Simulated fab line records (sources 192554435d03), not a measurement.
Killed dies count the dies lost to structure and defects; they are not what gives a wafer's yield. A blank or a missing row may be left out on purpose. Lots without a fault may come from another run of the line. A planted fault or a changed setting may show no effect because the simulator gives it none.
Matching of chambers || flow n5_finfet || 4 sister chambers for N5_FIN_SAQP_DESCUM_21 on rie_diel-06
The step chemistry O2, time 7.9 s. 4 wafers are shown with their chamber, then 9 later ones without.

EACH WAFER AND ITS CHAMBER
{"wafer": "L080.6", "chamber": 3, "throttle_valve_pct (%)": 20.67}
{"wafer": "L083.1", "chamber": 2, "throttle_valve_pct (%)": 20.51}
{"wafer": "L083.5", "chamber": 0, "throttle_valve_pct (%)": 20.31}
{"wafer": "L083.6", "chamber": 1, "throttle_valve_pct (%)": 20.75}

WAFERS WITH NO CHAMBER GIVEN
{"wafer": "L088.3", "throttle_valve_pct (%)": 20.32}
{"wafer": "L088.4", "throttle_valve_pct (%)": 20.69}
{"wafer": "L088.5", "throttle_valve_pct (%)": 20.31}
{"wafer": "L095.1", "throttle_valve_pct (%)": 20.56}
{"wafer": "L095.4", "throttle_valve_pct (%)": 20.57}
{"wafer": "L095.6", "throttle_valve_pct (%)": 20.72}
{"wafer": "L097.1", "throttle_valve_pct (%)": 20.78}
{"wafer": "L097.2", "throttle_valve_pct (%)": 20.57}
{"wafer": "L097.5", "throttle_valve_pct (%)": 20.57}

EACH ONE'S CHAMBER
{"wafer": "L088.3", "from the rows above": 0, "in truth": 0}
{"wafer": "L088.4", "from the rows above": "can't be placed: 3 or 1", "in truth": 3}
{"wafer": "L088.5", "from the rows above": 0, "in truth": 0}
{"wafer": "L095.1", "from the rows above": "can't be placed: 2 or 3", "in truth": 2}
{"wafer": "L095.4", "from the rows above": "can't be placed: 2 or 3", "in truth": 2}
{"wafer": "L095.6", "from the rows above": "can't be placed: 1 or 3", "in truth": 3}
{"wafer": "L097.1", "from the rows above": "can't be placed: 1 or 3", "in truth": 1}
{"wafer": "L097.2", "from the rows above": "can't be placed: 2 or 3", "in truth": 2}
{"wafer": "L097.5", "from the rows above": "can't be placed: 2 or 3", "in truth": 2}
Correctly placed: 2 of 9. Can't be placed from these rows: 7 (the true chamber is among the candidates in 7). Number placed wrongly: 0.
How it was worked out, from the rows above alone: a wafer's distance from a chamber is the root of the sum, over the readings, of the square of ((its reading less the chamber's mean) divided by the reading's scatter). The wafer belongs to the nearest chamber; if the next one is less than 2 further off, it can't be placed. A chamber's mean is the mean of its shown wafers. The scatter: root of mean squared gap, hidden wafer to nearest shown wafer, with one shown wafer a chamber.
